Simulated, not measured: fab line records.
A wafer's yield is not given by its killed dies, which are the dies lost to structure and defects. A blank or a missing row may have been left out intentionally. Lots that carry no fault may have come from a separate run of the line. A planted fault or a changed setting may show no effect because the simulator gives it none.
fab line records	flow nand-harc	part 1 of 2: steps 1 to 3 of 6
record: lots: 23	wafers: 69	last-day: 25
route steps=1159 shown A_STAIRCASE@629
lots that met no fault: from a run of the same line without faults
start-h: hours from the record's opening day to when the first of the lot's shown wafers began	wait-h: how many hours have passed since the lot's step before this one	" as in the row above	L1.1+2: a single row standing in for several wafers	- no value, or no start given	* or withheld: withheld	< > ~ a bound
route shown NAME@n: a module of which the file shows steps, and the number in the route of the first	usual: mean/standard deviation taken from wafers without a fault	same: alike in all rows	chamber/n: place in a boat	sites: readings site by site	_std_site: the values' standard deviation	_edge_site: inner sites' mean taken away from outer sites' mean	radius-mm: how far each site lies from the wafer's centre	mask NAME#n: copy n	behind: tool/chamber where the wafer was last shaped	hold: why the lot went on hold/how many hours it stayed there/how the hold came to an end	device: whichever transistor did not switch (one of n, p or np)	end of line: the tests these same wafers got at the end of their route	for a step that has no rows: nothing shown but its recipe	killed: the dies lost at the first sort to structure and to defects; this is not the yield of the wafer	map: shows each die of a wafer: x if killed, . if not, _ if none is there
set.NAME: the run value of the setting; set.NAME@STEP: its run value at that earlier step	model.NAME: the simulator's own value behind a step, which no gauge read
the route's steps for a sample of lots (tables are steps, rows are wafers)
services: the hour from which a tool's chamber was out of use, counted from the record's first day as start-h (under 0 if before that day), plus the number of hours and why
== steps ==
step: NHARC_A_STAIRCASE_TRIM_235
recipe: time-s: 211.2	o2-flow-sccm: 500	ar-flow-sccm: 0	bias-w: 0	chemistry: O2
usual: drypump-motor-current-A: 5.7/0.31	oes-product-au: 0.997/0.01	rf-vpp-V: 57.9/0.87	showerhead-plenum-p-Torr: 3.59/0.11	throttle-valve-pct: 17.034/0.009
lot.wafer	tool	chamber	start-h	wait-h	drypump-motor-current-A	oes-product-au	rf-hours-counter-h	rf-vpp-V	showerhead-plenum-p-Torr	throttle-valve-pct
L074.1	rie-diel-08	0	-	-	5.2	1.008	44	56.9	3.48	17.021
L074.2	"	1	"	"	5.7	0.987	41	58.2	3.73	17.039
L074.5	"	2	"	"	5.5	0.998	-	58.6	3.71	17.028
L076.1	rie-diel-12	3	-	-	5.2	0.999	13	58.4	3.72	17.041
L076.5	"	2	"	"	5.6	0.994	-	58.6	3.76	17.025
L076.6	"	3	"	"	5.2	0.998	-	59.4	3.71	17.046
L075.2	rie-diel-04	1	-	-	5.6	1.010	57	57.8	3.63	17.044
L075.1	"	2	"	"	6.2	0.991	55	57.5	3.55	17.023
L075.4	"	3	"	"	5.8	0.996	49	59.0	3.51	17.024
L079.1	rie-diel-04	3	-	-	5.7	0.998	52	57.9	3.51	17.040
L079.4	"	0	"	"	5.6	1.005	54	57.3	3.57	17.042
L079.6	"	2	"	"	6.2	0.988	-	57.7	3.55	17.034
L077.1	rie-diel-04	2	-	-	6.2	0.996	58	58.4	3.55	17.039
L077.3	"	3	"	"	5.8	0.989	52	56.3	3.51	17.017
L077.6	"	1	"	"	5.7	1.013	-	57.6	3.63	17.042
L078.3	rie-diel-12	2	-	-	5.6	0.989	23	56.7	3.76	17.037
L078.4	"	1	"	"	6.0	0.998	22	59.9	3.45	17.038
L078.5	"	3	"	"	5.2	1.003	-	59.0	3.71	17.040
L081.4	rie-diel-08	2	-	-	5.5	0.986	54	58.1	3.71	17.028
L081.2	"	3	"	"	6.2	1.001	54	56.8	3.66	17.037
L081.3	"	1	"	"	5.7	1.003	49	58.5	3.72	17.034
L082.2	rie-diel-08	1	-	-	5.7	1.004	50	59.6	3.72	17.031
L082.3	"	0	"	"	5.2	1.024	55	57.0	3.47	17.042
L082.5	"	2	"	"	5.5	0.991	-	58.4	3.70	17.031
L080.1	rie-diel-12	0	-	-	5.6	0.998	25	57.2	3.44	17.042
L080.6	"	3	"	"	5.2	0.992	-	56.2	3.71	17.028
L080.5	"	0	"	"	5.6	1.002	-	57.9	3.44	17.040
L083.2	rie-diel-04	0	-	-	5.6	0.988	0	57.8	3.57	17.031
L083.3	"	3	"	"	5.7	1.013	0	56.7	3.50	17.030
L083.5	"	0	"	"	5.6	0.994	-	58.8	3.57	17.019
L084.1	rie-diel-04	0	-	-	5.6	0.999	1	58.2	3.57	17.022
L084.4	"	1	"	"	5.6	1.003	1	58.9	3.63	17.019
L084.6	"	3	"	"	5.8	1.021	-	57.3	3.50	17.036
L085.3	rie-diel-04	2	-	-	6.2	0.995	8	57.7	3.54	17.029
L085.2	"	0	"	"	5.6	0.988	11	58.1	3.56	17.047
L085.6	"	3	"	"	5.8	1.010	-	58.3	3.50	17.025
L087.3	rie-diel-12	3	-	-	5.2	0.985	41	56.2	3.70	17.044
L087.1	"	0	"	"	5.7	0.995	36	57.1	3.43	17.037
L087.5	"	3	"	"	5.2	0.987	-	58.4	3.70	17.029
L088.3	rie-diel-12	2	-	-	5.5	0.986	42	58.9	3.75	17.030
L088.5	"	1	"	"	6.0	0.983	-	58.4	3.44	17.050
L088.6	"	2	"	"	5.5	0.982	-	57.7	3.75	17.011
L086.1	rie-diel-12	1	-	-	6.0	0.978	42	57.1	3.44	17.043
L086.5	"	0	"	"	5.7	0.992	-	56.9	3.43	17.035
L086.6	"	1	"	"	6.0	0.977	-	56.2	3.44	17.052
L089.3	rie-diel-12	3	-	-	5.2	0.984	45	57.9	3.70	17.022
L089.1	"	0	"	"	5.6	0.990	40	58.7	3.43	17.040
L089.6	"	1	"	"	6.0	0.984	-	56.6	3.44	17.049
L093.4	rie-diel-08	2	-	-	5.5	1.012	12	57.7	3.69	17.043
L093.5	"	3	"	"	6.2	1.007	-	58.4	3.64	17.032
L093.6	"	0	"	"	5.2	1.015	-	56.7	3.46	17.029
L091.1	rie-diel-04	3	-	-	5.7	1.014	20	57.9	3.49	17.047
L091.4	"	1	"	"	5.7	0.993	20	59.6	3.62	17.024
L091.3	"	2	"	"	6.1	0.998	18	58.4	3.54	17.039
L090.2	rie-diel-12	0	-	-	5.7	1.007	48	58.6	3.43	17.030
L090.1	"	1	"	"	6.0	0.995	52	57.1	3.44	17.034
L090.6	"	0	"	"	5.6	1.009	-	58.2	3.43	17.039
L095.4	rie-diel-12	0	-	-	5.6	0.999	54	57.8	3.42	17.031
L095.2	"	1	"	"	6.0	0.992	57	57.3	3.43	17.043
L095.1	"	3	"	"	5.2	0.994	57	58.5	3.69	17.037
L094.4	rie-diel-08	2	-	-	5.5	0.991	19	58.4	3.69	17.024
L094.3	"	0	"	"	5.2	1.012	25	58.1	3.45	17.038
L094.5	"	3	"	"	6.2	1.003	-	57.5	3.64	17.030
L097.1	rie-diel-04	1	-	-	5.6	0.998	32	58.8	3.61	17.035
L097.5	"	1	"	"	5.6	1.000	-	57.0	3.61	17.037
L097.6	"	2	"	"	6.2	1.003	-	56.8	3.53	17.063
L096.3	rie-diel-08	2	-	-	5.5	0.990	26	59.4	3.69	17.037
L096.6	"	0	"	"	5.2	1.015	-	57.0	3.45	17.022
L096.5	"	1	"	"	5.7	1.003	-	59.8	3.70	17.032
step: NHARC_A_STAIRCASE_DESCUM_252
recipe: time-s: 3	o2-flow-sccm: 200	ar-flow-sccm: 0	bias-power-w: 0	chemistry: O2
usual: drypump-motor-current-A: 5.6/0.31	oes-product-au: 0.997/0.0093	rf-vpp-V: 57.9/0.84	showerhead-plenum-p-Torr: 1.95/0.073	throttle-valve-pct: 11.310/0.009
lot.wafer	tool	chamber	start-h	wait-h	drypump-motor-current-A	oes-product-au	rf-hours-counter-h	rf-vpp-V	showerhead-plenum-p-Torr	throttle-valve-pct
L074.2	rie-diel-08	0	256.83	-	5.2	1.027	45	57.9	1.88	11.310
L074.1	"	1	"	"	5.7	1.002	42	58.0	2.03	11.324
L074.5	"	1	"	"	5.7	0.997	-	57.6	2.03	11.300
L076.1	rie-diel-12	2	258.84	-	5.6	0.997	17	57.3	2.05	11.293
L076.5	"	2	"	"	5.6	0.994	-	58.8	2.05	11.313
L076.6	"	3	"	"	5.2	1.001	-	57.3	2.02	11.299
L075.2	rie-diel-12	1	267.15	-	6.0	0.999	20	57.8	1.87	11.304
L075.4	"	3	"	"	5.1	0.998	19	57.5	2.02	11.312
L075.1	"	0	"	"	5.7	0.998	15	59.1	1.86	11.291
L079.4	rie-diel-04	1	271.07	-	5.6	1.010	60	58.5	1.97	11.323
L079.1	"	3	"	"	5.7	0.999	52	57.8	1.90	11.312
L079.6	"	1	"	"	5.7	1.018	-	57.6	1.97	11.309
L077.1	rie-diel-08	0	271.12	-	5.2	1.009	50	56.7	1.88	11.314
L077.3	"	1	"	"	5.7	0.996	46	58.5	2.03	11.311
L077.6	"	3	"	"	6.2	0.990	-	56.8	1.99	11.310
L078.4	rie-diel-04	3	276.56	-	5.7	1.001	55	58.4	1.90	11.309
L078.3	"	0	"	"	5.6	1.001	58	56.4	1.94	11.304
L078.5	"	0	"	"	5.5	1.012	-	58.3	1.94	11.314
L081.4	rie-diel-12	1	288.24	-	6.0	0.998	27	57.1	1.87	11.307
L081.2	"	2	"	"	5.6	0.997	27	57.9	2.05	11.307
L081.3	"	3	"	"	5.2	1.001	26	58.8	2.02	11.310
L082.3	rie-diel-08	3	291.01	-	6.2	0.998	56	60.1	1.99	11.299
L082.2	"	1	"	"	5.7	1.008	51	58.1	2.03	11.321
L082.5	"	3	"	"	6.2	0.994	-	56.9	1.99	11.298
L080.1	rie-diel-12	1	294.96	-	6.0	0.998	30	58.5	1.87	11.325
L080.6	"	3	"	"	5.2	0.996	-	56.8	2.02	11.324
L080.5	"	0	"	"	5.7	0.994	-	56.1	1.86	11.299
L083.3	rie-diel-12	3	301.23	-	5.2	0.986	32	58.5	2.02	11.313
L083.2	"	1	"	"	6.0	0.994	33	56.4	1.87	11.309
L083.5	"	2	"	"	5.6	0.990	-	58.5	2.04	11.307
L084.4	rie-diel-04	2	303.02	-	6.1	0.994	1	57.7	1.92	11.312
L084.1	"	0	"	"	5.6	0.971	1	57.6	1.94	11.321
L084.6	"	1	"	"	5.6	0.991	-	58.5	1.97	11.310
L085.2	rie-diel-08	3	329.66	-	6.2	0.990	9	57.2	1.98	11.317
L085.3	"	0	"	"	5.2	1.000	10	57.9	1.88	11.302
L085.6	"	3	"	"	6.2	0.997	-	57.5	1.98	11.308
L087.3	rie-diel-12	1	330.56	-	6.0	0.997	42	56.8	1.86	11.312
L087.1	"	2	"	"	5.6	0.993	43	56.8	2.04	11.306
L087.5	"	0	"	"	5.6	0.996	-	58.2	1.86	11.309
L088.3	rie-diel-12	3	330.87	-	5.2	0.984	42	58.0	2.01	11.300
L088.5	"	2	"	"	5.6	0.990	-	57.9	2.04	11.319
L088.6	"	3	"	"	5.2	0.987	-	58.8	2.01	11.313
L086.1	rie-diel-08	0	333.04	-	5.2	1.009	11	57.6	1.88	11.313
L086.5	"	2	"	"	5.5	1.000	-	56.7	2.01	11.324
L086.6	"	3	"	"	6.2	1.004	-	58.0	1.98	11.300
L089.1	rie-diel-12	0	340.92	-	5.7	0.992	41	56.9	1.86	11.302
L089.3	"	1	"	"	6.0	0.978	46	58.7	1.86	11.298
L089.6	"	3	"	"	5.2	0.992	-	59.4	2.01	11.301
L093.4	rie-diel-04	0	351.31	-	5.5	0.994	20	58.2	1.93	11.313
L093.5	"	2	"	"	6.1	1.010	-	56.5	1.92	11.299
L093.6	"	3	"	"	5.8	1.011	-	58.7	1.89	11.294
L091.4	rie-diel-12	3	355.82	-	5.2	0.990	52	57.2	2.01	11.305
L091.3	"	0	"	"	5.6	1.000	48	56.5	1.85	11.310
L091.1	"	1	"	"	6.0	0.992	52	57.0	1.86	11.314
L090.2	rie-diel-12	3	356.27	-	5.2	0.983	52	58.1	2.01	11.325
L090.1	"	2	"	"	5.5	1.004	53	59.3	2.04	11.328
L090.6	"	3	"	"	5.2	0.985	-	58.0	2.01	11.311
L095.2	rie-diel-12	3	371.58	-	5.3	0.993	57	57.6	2.01	11.309
L095.4	"	0	"	"	5.7	1.002	54	57.2	1.85	11.320
L095.1	"	2	"	"	5.5	1.003	57	58.7	2.03	11.317
L094.3	rie-diel-12	3	374.17	-	5.2	0.975	57	58.7	2.01	11.310
L094.4	"	1	"	"	6.0	0.988	58	58.0	1.86	11.315
L094.5	"	3	"	"	5.2	0.983	-	59.8	2.01	11.289
L097.1	rie-diel-12	0	389.06	-	5.7	1.016	0	56.8	1.85	11.325
L097.5	"	3	"	"	5.1	0.995	-	58.8	2.01	11.313
L097.6	"	0	"	"	5.6	1.013	-	57.5	1.85	11.330
L096.3	rie-diel-12	3	389.72	-	5.2	0.996	0	59.1	2.01	11.313
L096.5	"	3	"	"	5.2	0.995	-	59.0	2.01	11.310
L096.6	"	0	"	"	5.6	1.016	-	57.3	1.85	11.297
step: NHARC_A_STAIRCASE_STRIP_295
recipe: o2-flow-sccm: 500	ar-flow-sccm: 0	bias-w: 0	chemistry: O2
usual: drypump-motor-current-A: 5.7/0.31	oes-product-au: 1.001/0.0099	rf-vpp-V: 57.9/0.86	showerhead-plenum-p-Torr: 3.58/0.11	throttle-valve-pct: 17.037/0.0094
lot.wafer	tool	chamber	start-h	wait-h	drypump-motor-current-A	oes-product-au	rf-hours-counter-h	rf-vpp-V	showerhead-plenum-p-Torr	throttle-valve-pct
L074.2	rie-diel-04	2	-	-	6.2	0.999	55	58.4	3.55	17.048
L074.1	"	0	"	"	5.6	1.004	51	57.4	3.58	17.034
L074.5	"	1	"	"	5.6	1.004	-	58.8	3.63	17.047
L076.1	rie-diel-08	0	-	-	5.2	1.019	49	58.1	3.47	17.032
L076.6	"	0	"	"	5.2	1.016	-	58.0	3.47	17.031
L076.5	"	1	"	"	5.7	0.998	-	58.5	3.72	17.036
L075.2	rie-diel-04	3	-	-	5.8	0.990	53	57.1	3.51	17.035
L075.1	"	0	"	"	5.6	1.003	55	58.3	3.57	17.046
L075.4	"	1	"	"	5.6	1.003	61	58.4	3.63	17.041
L079.4	rie-diel-04	1	-	-	5.6	0.998	63	57.3	3.63	17.039
L079.1	"	0	"	"	5.5	0.995	58	57.0	3.57	17.029
L079.6	"	2	"	"	6.2	0.989	-	58.5	3.55	17.042
L077.3	rie-diel-12	3	-	-	5.2	1.007	23	57.5	3.71	17.022
L077.1	"	0	"	"	5.6	0.994	19	57.0	3.44	17.032
L077.6	"	3	"	"	5.2	1.010	-	59.1	3.71	17.045
L078.3	rie-diel-04	1	-	-	5.7	1.007	66	57.8	3.63	17.032
L078.4	"	2	"	"	6.2	0.988	64	58.6	3.55	17.051
L078.5	"	3	"	"	5.8	0.996	-	57.6	3.50	17.045
L081.3	rie-diel-08	1	-	-	5.7	1.009	53	59.3	3.72	17.024
L081.2	"	2	"	"	5.5	0.996	58	58.9	3.70	17.034
L081.4	"	3	"	"	6.2	0.992	57	56.7	3.65	17.042
L082.3	rie-diel-12	0	-	-	5.6	0.995	26	57.4	3.44	17.031
L082.2	"	2	"	"	5.6	0.993	31	58.6	3.75	17.035
L082.5	"	0	"	"	5.7	0.998	-	57.4	3.44	17.028
L080.1	rie-diel-08	1	-	-	5.7	0.994	55	58.3	3.72	17.048
L080.6	"	0	"	"	5.2	1.017	-	57.7	3.47	17.030
L080.5	"	1	"	"	5.7	1.004	-	58.8	3.72	17.041
L083.3	rie-diel-12	2	-	-	5.6	0.999	34	59.4	3.75	17.047
L083.2	"	3	"	"	5.2	0.996	33	59.0	3.70	17.051
L083.5	"	2	"	"	5.5	1.001	-	57.1	3.75	17.041
L084.1	rie-diel-12	3	-	-	5.2	0.998	34	58.0	3.70	17.030
L084.4	"	2	"	"	5.6	1.000	35	57.6	3.75	17.028
L084.6	"	3	"	"	5.2	0.990	-	59.9	3.70	17.033
L085.3	rie-diel-08	3	-	-	6.2	1.012	10	57.9	3.65	17.040
L085.2	"	2	"	"	5.5	1.007	5	57.8	3.70	17.034
L085.6	"	0	"	"	5.2	1.021	-	57.6	3.46	17.076
L087.1	rie-diel-12	0	-	-	5.7	0.992	39	57.3	3.43	17.036
L087.3	"	2	"	"	5.6	0.989	45	57.7	3.74	17.031
L087.5	"	0	"	"	5.7	0.991	-	56.8	3.43	17.033
L088.3	rie-diel-08	1	-	-	5.7	1.008	13	58.2	3.71	17.040
L088.5	"	2	"	"	5.5	1.020	-	57.4	3.70	17.020
L088.6	"	3	"	"	6.2	1.006	-	57.5	3.65	17.051
L086.1	rie-diel-08	0	-	-	5.2	1.013	14	57.1	3.46	17.046
L086.5	"	3	"	"	6.2	0.995	-	57.5	3.65	17.039
L086.6	"	0	"	"	5.2	1.022	-	56.5	3.46	17.035
L089.1	rie-diel-04	3	-	-	5.8	1.008	18	58.6	3.49	17.024
L089.3	"	1	"	"	5.6	0.991	17	59.5	3.62	17.056
L089.6	"	3	"	"	5.8	1.023	-	57.0	3.49	17.033
L093.4	rie-diel-08	2	-	-	5.5	1.016	16	57.7	3.69	17.036
L093.5	"	1	"	"	5.7	1.026	-	58.3	3.71	17.053
L093.6	"	2	"	"	5.5	1.016	-	58.9	3.69	17.051
L091.4	rie-diel-04	3	-	-	5.8	1.014	22	55.7	3.49	17.036
L091.1	"	0	"	"	5.6	0.988	24	58.0	3.56	17.052
L091.3	"	1	"	"	5.7	0.992	22	59.2	3.61	17.030
L090.2	rie-diel-12	0	-	-	5.7	1.005	52	57.2	3.42	17.042
L090.1	"	2	"	"	5.5	0.993	55	57.4	3.74	17.032
L090.6	"	1	"	"	6.0	0.989	-	57.9	3.44	17.034
L095.2	rie-diel-12	1	-	-	6.0	0.989	59	57.0	3.43	17.033
L095.4	"	2	"	"	5.6	1.003	59	58.1	3.74	17.026
L095.1	"	3	"	"	5.2	0.989	59	58.2	3.69	17.020
L094.4	rie-diel-04	1	-	-	5.7	0.988	26	56.6	3.61	17.040
L094.3	"	0	"	"	5.6	0.977	29	57.8	3.55	17.023
L094.5	"	1	"	"	5.7	0.985	-	58.3	3.61	17.015
L097.1	rie-diel-04	0	-	-	5.6	0.986	38	58.0	3.55	17.021
L097.6	"	0	"	"	5.6	0.987	-	57.8	3.55	17.023
L097.5	"	1	"	"	5.7	1.006	-	58.2	3.61	17.037
L096.3	rie-diel-08	3	-	-	6.2	1.000	36	58.3	3.63	17.034
L096.5	"	2	"	"	5.5	0.982	-	58.2	3.68	17.057
L096.6	"	3	"	"	6.2	1.009	-	57.7	3.63	17.045
